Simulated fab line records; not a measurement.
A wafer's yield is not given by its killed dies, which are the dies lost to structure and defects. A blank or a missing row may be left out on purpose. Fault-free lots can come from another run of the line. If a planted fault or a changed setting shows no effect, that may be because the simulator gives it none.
The same fault as seen by 2 desks | flow nand harc | every desk sees just its own numbers, and what lay behind them comes last

THE DEFECT DESK
Counts from the inspections along the route, per lot, as means over the sampled wafers that have a number. A lot is out of limits, marked OUT, if its mean lies more than 4 standard deviations from the usual mean; the brackets give that distance.
Columns: A = raw defect count at NHARC_P_M0_INSPECT_11, usual 4.2
lot  | first seen here | A
L421 | day 6 09:40     | 2.0
L423 | day 6 21:45     | 345.3 (+99 or more) OUT
L425 | day 7 14:18     | 11.7
L424 | day 7 14:38     | 318.0 (+99 or more) OUT
L426 | day 8 05:23     | 347.3 (+99 or more) OUT
L433 | day 10 22:38    | 5.3
L434 | day 11 08:06    | 4.7
L436 | day 12 01:53    | 7.3
L437 | day 12 22:08    | 2.7
L440 | day 13 22:48    | 2.3
L441 | day 14 16:37    | 9.0
L444 | day 15 22:54    | 4.3
This desk finds L423, L424, L426 out of limits, L423 being first, at day 6 21:45 (raw defect count at NHARC_P_M0_INSPECT_11). Within limits: L421, L425, L433, L434, L436, L437, L440, L441, L444.

FROM THE METROLOGY DESK
Means of the sampled wafers that have a number, per lot and without regard to the tool the lot ran on: this is what the gauges read. A lot is out of limits, marked OUT, if its mean lies more than 4 standard deviations from the usual mean; the brackets give that distance.
Columns: A = cd nm at NHARC_P_CONTACT_CD_MEAS_19, usual 90.4 nm
lot  | first seen here | A
L421 | day 6 06:24     | 89.2
L423 | day 6 18:28     | 90.3
L425 | day 7 10:48     | 91.6
L424 | day 7 11:11     | 88.4
L426 | day 8 02:15     | 91.8
L433 | day 10 18:59    | 92.2
L434 | day 11 04:47    | 91.9
L436 | day 11 22:38    | 88.5
L437 | day 12 19:01    | 92.1
L440 | day 13 19:38    | 89.1
L441 | day 14 13:30    | 91.6
L444 | day 15 19:46    | 89.6
Result from this desk: across the 12 lots, nothing is out of limits.

TAKEN TOGETHER
The defect desk could have raised an alarm at day 6 21:45, on L423, L424, L426.
The metrology desk saw nothing out of limits.
The metrology desk has L423, L424, L426 on record, within its limits.
Of the lots named, all ran NHARC_P_M0_DEP_00 on pecvd-04.

WHAT WAS PUT IN BY THE SIMULATOR
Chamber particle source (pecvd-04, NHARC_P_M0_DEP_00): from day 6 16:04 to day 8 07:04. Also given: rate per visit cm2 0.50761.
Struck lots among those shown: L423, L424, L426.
Hours from the fault's start to each desk's first reading out of limits: the defect desk, 6.
